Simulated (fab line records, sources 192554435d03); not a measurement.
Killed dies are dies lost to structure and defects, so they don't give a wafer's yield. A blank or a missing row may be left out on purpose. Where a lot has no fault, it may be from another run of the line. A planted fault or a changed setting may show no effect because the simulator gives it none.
Matching of chambers + flow n5-finfet + pecvd-02 running N5_BEOL_M15_DEP_53: 3 sister chambers
The step deposits SiCN from 3MS/NH3, target thk 50 nm, time 17.8 s. 6 wafers are shown with their chamber, then 8 later ones without.

== WAFERS WITH THEIR CHAMBER ==
| wafer  | chamber | throttle-valve-pct (%) | showerhead-plenum-p-Torr (Torr) |
|--------|---------|------------------------|---------------------------------|
| L084.3 | 2       | 17.9                   | 4.167                           |
| L084.5 | 2       | 17.6                   | 4.163                           |
| L085.6 | 0       | 18.4                   | 4.168                           |
| L089.5 | 1       | 16.9                   | 4.151                           |
| L089.6 | 0       | 18.5                   | 4.159                           |
| L091.3 | 1       | 17.0                   | 4.148                           |

== WAFERS WITH NO CHAMBER GIVEN ==
| wafer  | throttle-valve-pct (%) | showerhead-plenum-p-Torr (Torr) |
|--------|------------------------|---------------------------------|
| L091.4 | 16.7                   | 4.153                           |
| L091.6 | 18.7                   | 4.144                           |
| L093.3 | 18.7                   | 4.160                           |
| L093.4 | 17.9                   | 4.169                           |
| L093.6 | 18.6                   | 4.162                           |
| L096.1 | 17.1                   | 4.146                           |
| L096.5 | 18.1                   | 4.172                           |
| L096.6 | 18.9                   | 4.167                           |

== THE CHAMBER EACH PASSED THROUGH ==
| wafer  | from the rows above     | in truth |
|--------|-------------------------|----------|
| L091.4 | 1                       | 1        |
| L091.6 | 0                       | 0        |
| L093.3 | 0                       | 0        |
| L093.4 | 2                       | 2        |
| L093.6 | 0                       | 0        |
| L096.1 | 1                       | 1        |
| L096.5 | can't be placed: 2 or 0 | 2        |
| L096.6 | 0                       | 0        |
Correctly placed: 7 of 8. Unplaceable from these rows: 1, with the true chamber sitting among the candidates in 1. Number placed wrongly: 0.
How it was worked out, from the rows above alone: a wafer's distance from a chamber is the root of the sum, over the readings, of the square of ((its reading less the chamber's mean) divided by the reading's scatter). The wafer belongs to the nearest chamber; if the next one is less than 2 further off, it can't be placed. Each chamber's mean is taken over the wafers shown for it. The scatter: take each reading less its chamber's mean, square it, sum over the shown wafers, divide by the number of wafers less the number of chambers, and take the root.
